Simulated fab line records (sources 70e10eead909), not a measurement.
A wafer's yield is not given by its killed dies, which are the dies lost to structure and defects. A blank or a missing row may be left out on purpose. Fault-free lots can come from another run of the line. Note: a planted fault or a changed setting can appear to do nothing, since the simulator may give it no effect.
Check for tools in common | flow nand_harc | Lots sampled 14, wafers sampled 42

## WHY IT WAS OPENED
Flagged at NHARC_A_M0_CD_MEAS_09: reading cd_nm, on 2 of 14 lots. Wafers without a fault read 80.3 nm, standard deviation 0.79.
Rule: a lot is flagged when every wafer of it that has a number lies more than 4 standard deviations from that mean, or none has a number. The rest of the lots are taken to be sound.

lot  | measured     | on        | cd_nm (nm), wafer by wafer | flag
L416 | day 17 21:35 | cd_sem-02 | 80.2 80.4 81.0             |
L418 | day 18 06:23 | cd_sem-01 | 81.1 79.7 81.0             |
L419 | day 18 06:37 | cd_sem-01 | 80.1 81.7 79.9             |
L420 | day 18 14:54 | cd_sem-01 | 81.3 80.1 80.2             |
L421 | day 19 00:23 | cd_sem-01 | 80.7 80.6 80.7             |
L426 | day 19 21:37 | cd_sem-03 | 95.1 96.0 96.2             | FLAGGED
L427 | day 20 06:00 | cd_sem-02 | 92.0 92.2 91.7             | FLAGGED
L431 | day 21 20:46 | cd_sem-01 | 80.2 78.6 79.6             |
L432 | day 22 08:18 | cd_sem-01 | 79.9 80.1 79.3             |
L435 | day 22 20:13 | cd_sem-02 | 79.1 80.0 79.4             |
L437 | day 22 23:35 | cd_sem-01 | 80.4 81.3 80.9             |
L436 | day 23 06:34 | cd_sem-01 | 81.4 80.8 80.5             |
L438 | day 23 10:37 | cd_sem-03 | 80.1 79.9 80.4             |
L439 | day 23 11:18 | cd_sem-01 | 83.1 80.2 81.0             |
The numbers of the flagged lots are 93.9 nm on average: +13.6 nm against the usual, or +17 standard deviations.

## EACH LOT AND THE TOOL IT RAN ON
Before the reading, the record contains 3 process steps out of a 1159-step route. Read each cell as the tool, then ch plus the chambers that the sampled wafers visited, then the start.
lot  | flag    | NHARC_A_BLC_PVD_32                      | NHARC_A_BLC_ALD_23                  | NHARC_A_M0_PEB_07
L416 |         | pvd_sputter-03, day 17 16:19 or earlier | ald_metal-04 ch 0,1,2, day 17 16:19 | litho_track-01 ch 0, day 17 21:30
L418 |         | pvd_sputter-02, day 18 04:22 or earlier | ald_metal-03 ch 2,3, day 18 04:22   | litho_track-04 ch 0, day 18 06:18
L419 |         | pvd_sputter-03, day 18 04:35 or earlier | ald_metal-01 ch 2,3, day 18 04:35   | litho_track-06 ch 0, day 18 06:32
L420 |         | pvd_sputter-01, day 18 12:34 or earlier | ald_metal-04 ch 0,1,2, day 18 12:34 | litho_track-06 ch 0, day 18 14:49
L421 |         | pvd_sputter-03, day 18 21:23 or earlier | ald_metal-04 ch 0,3, day 18 21:23   | litho_track-01 ch 0, day 19 00:17
L426 | FLAGGED | pvd_sputter-02, day 19 19:44 or earlier | ald_metal-03 ch 1,2,3, day 19 19:44 | litho_track-06 ch 0, day 19 21:31
L427 | FLAGGED | pvd_sputter-01, day 20 02:43 or earlier | ald_metal-04 ch 0,1,2, day 20 02:43 | litho_track-06 ch 0, day 20 05:55
L431 |         | pvd_sputter-01, day 21 12:54 or earlier | ald_metal-03 ch 1,2, day 21 12:54   | litho_track-04 ch 0, day 21 20:40
L432 |         | pvd_sputter-03, day 22 00:14 or earlier | ald_metal-01 ch 1,2,3, day 22 00:14 | litho_track-04 ch 0, day 22 08:13
L435 |         | pvd_sputter-02, day 22 17:10 or earlier | ald_metal-03 ch 1,3, day 22 17:10   | litho_track-04 ch 0, day 22 20:08
L437 |         | pvd_sputter-03, day 22 21:20 or earlier | ald_metal-03 ch 0,1,2, day 22 21:20 | litho_track-01 ch 0, day 22 23:30
L436 |         | pvd_sputter-03, day 23 00:06 or earlier | ald_metal-04 ch 0,1,3, day 23 00:06 | litho_track-04 ch 0, day 23 06:29
L438 |         | pvd_sputter-02, day 23 08:31 or earlier | ald_metal-03 ch 0,2, day 23 08:31   | litho_track-04 ch 0, day 23 10:32
L439 |         | pvd_sputter-01, day 23 09:23 or earlier | ald_metal-01 ch 0,1, day 23 09:23   | litho_track-06 ch 0, day 23 11:13
What is done by these steps:
- NHARC_A_BLC_PVD_32: deposits Ti, target thk 5 nm, time 17.7 s.
- NHARC_A_BLC_ALD_23: deposits TiN, target thk 3 nm, pulse time 1 s, ald cycles 150.
- NHARC_A_M0_PEB_07: peb time 65 s.
- NHARC_A_M0_CD_MEAS_09: target cd 80 nm.

## FLAGGED OVER TOTAL, TOOL BY TOOL (the gauges that took the reading come last)
step                  | tool           | lots run | flagged | share of the flagged lots | sound lots run after its first flagged lot
NHARC_A_BLC_PVD_32    | pvd_sputter-01 | 4        | 1       | some                      | 2 (L431,L439)
NHARC_A_BLC_PVD_32    | pvd_sputter-02 | 4        | 1       | some                      | 2 (L435,L438)
NHARC_A_BLC_PVD_32    | pvd_sputter-03 | 6        | 0       | none                      | -
NHARC_A_BLC_ALD_23    | ald_metal-01   | 3        | 0       | none                      | -
NHARC_A_BLC_ALD_23    | ald_metal-03   | 6        | 1       | some                      | 4 (L431,L435,L437,L438)
NHARC_A_BLC_ALD_23    | ald_metal-04   | 5        | 1       | some                      | 1 (L436)
NHARC_A_M0_PEB_07     | litho_track-01 | 3        | 0       | none                      | -
NHARC_A_M0_PEB_07     | litho_track-04 | 6        | 0       | none                      | -
NHARC_A_M0_PEB_07     | litho_track-06 | 5        | 2       | all                       | 1 (L439)
NHARC_A_M0_CD_MEAS_09 | cd_sem-01      | 9        | 0       | none                      | -
NHARC_A_M0_CD_MEAS_09 | cd_sem-02      | 3        | 1       | some                      | 1 (L435)
NHARC_A_M0_CD_MEAS_09 | cd_sem-03      | 2        | 1       | some                      | 1 (L438)
NHARC_A_BLC_PVD_32: start missing for some lots; hours and lot order therefore follow NHARC_A_BLC_ALD_23.

## WHAT THE TABLE PERMITS
In the table, 1 row covers all flagged lots: litho_track-06 at NHARC_A_M0_PEB_07.
- litho_track-06 at NHARC_A_M0_PEB_07 ran 5 lots, 2 of them flagged. Sound lots followed the first flagged one (L439) on it, something a lasting fault affecting the whole tool could not allow. Its own readings (heater_power_total_W, plate_temp_C) fall more than 4 standard deviations out on all wafers of the flagged lots.
Every row of the table either missed a flagged lot or ran a sound lot after the first.

## WHAT THE SIMULATOR PUT IN
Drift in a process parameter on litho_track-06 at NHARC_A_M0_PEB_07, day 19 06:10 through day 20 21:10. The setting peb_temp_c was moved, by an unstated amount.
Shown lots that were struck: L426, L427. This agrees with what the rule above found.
